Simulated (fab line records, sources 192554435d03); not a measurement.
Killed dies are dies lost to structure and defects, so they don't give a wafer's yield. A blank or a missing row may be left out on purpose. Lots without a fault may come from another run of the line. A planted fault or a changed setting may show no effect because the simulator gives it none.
Chamber matching | flow n5_finfet | N5_BEOL_M5_STRIP_64 on rie_diel-03: 4 sister chambers
The step strips in CF4. 16 wafers are shown with their chamber, then 8 later ones without.

WAFERS WITH THEIR CHAMBER
wafer  | chamber | showerhead_plenum_p_Torr (Torr) | oes_product_au (a.u.) | rf_vpp_V (V)
L076.3 | 3       | 1.87                            | 0.75                  | 271.8
L076.4 | 2       | 1.77                            | 0.91                  | 270.1
L076.6 | 2       | 1.77                            | 0.91                  | 271.6
L079.2 | 2       | 1.77                            | 0.89                  | 270.1
L079.4 | 0       | 1.74                            | 0.86                  | 270.4
L079.6 | 2       | 1.77                            | 0.89                  | 271.2
L082.1 | 2       | 1.77                            | 0.89                  | 272.6
L082.3 | 0       | 1.74                            | 0.86                  | 270.5
L082.5 | 1       | 1.86                            | 0.74                  | 273.0
L084.1 | 3       | 1.87                            | 0.74                  | 271.4
L084.3 | 1       | 1.86                            | 0.73                  | 272.9
L084.6 | 1       | 1.86                            | 0.73                  | 272.3
L083.2 | 2       | 1.76                            | 0.87                  | 269.5
L083.5 | 2       | 1.76                            | 0.88                  | 271.9
L083.6 | 3       | 1.86                            | 0.74                  | 270.8
L087.2 | 0       | 1.74                            | 0.85                  | 270.6

SIGNATURES (means of the wafers above)
reading                  | chamber 0 | chamber 1 | chamber 2 | chamber 3 | scatter within a chamber
showerhead_plenum_p_Torr | 1.7400    | 1.8600    | 1.7671    | 1.8667    | 0.00418
oes_product_au           | 0.8567    | 0.7333    | 0.8914    | 0.7433    | 0.0111
rf_vpp_V                 | 270.500   | 272.733   | 271.000   | 271.333   | 0.839
Rule: a wafer's distance from a chamber is the root of the sum, over the readings, of the square of ((its reading less the chamber's mean) divided by the reading's scatter). The wafer belongs to the nearest chamber; if the next one is less than 2 further off, it can't be placed. The scatter: the root of (the sum of the squares of (reading less its chamber's mean) over the shown wafers, divided by (wafers less chambers)).

WAFERS WITHOUT THEIR CHAMBER
wafer  | showerhead_plenum_p_Torr (Torr) | oes_product_au (a.u.) | rf_vpp_V (V)
L087.3 | 1.76                            | 0.87                  | 269.9
L087.6 | 1.86                            | 0.73                  | 272.6
L088.2 | 1.74                            | 0.83                  | 271.2
L088.4 | 1.86                            | 0.73                  | 272.3
L088.6 | 1.86                            | 0.73                  | 270.7
L093.1 | 1.74                            | 0.83                  | 269.3
L093.3 | 1.76                            | 0.85                  | 270.5
L093.4 | 1.86                            | 0.72                  | 271.5

WHICH CHAMBER EACH WENT THROUGH
wafer  | from the rows above     | in truth
L087.3 | 2                       | 2
L087.6 | 1                       | 1
L088.2 | 0                       | 0
L088.4 | can't be placed: 1 or 3 | 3
L088.6 | can't be placed: 3 or 1 | 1
L093.1 | 0                       | 0
L093.3 | can't be placed: 2 or 0 | 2
L093.4 | can't be placed: 1 or 3 | 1
Placed correctly: 4 of 8. Can't be placed from these rows: 4 (the true chamber is among the candidates in 4). Placed wrongly: 0.
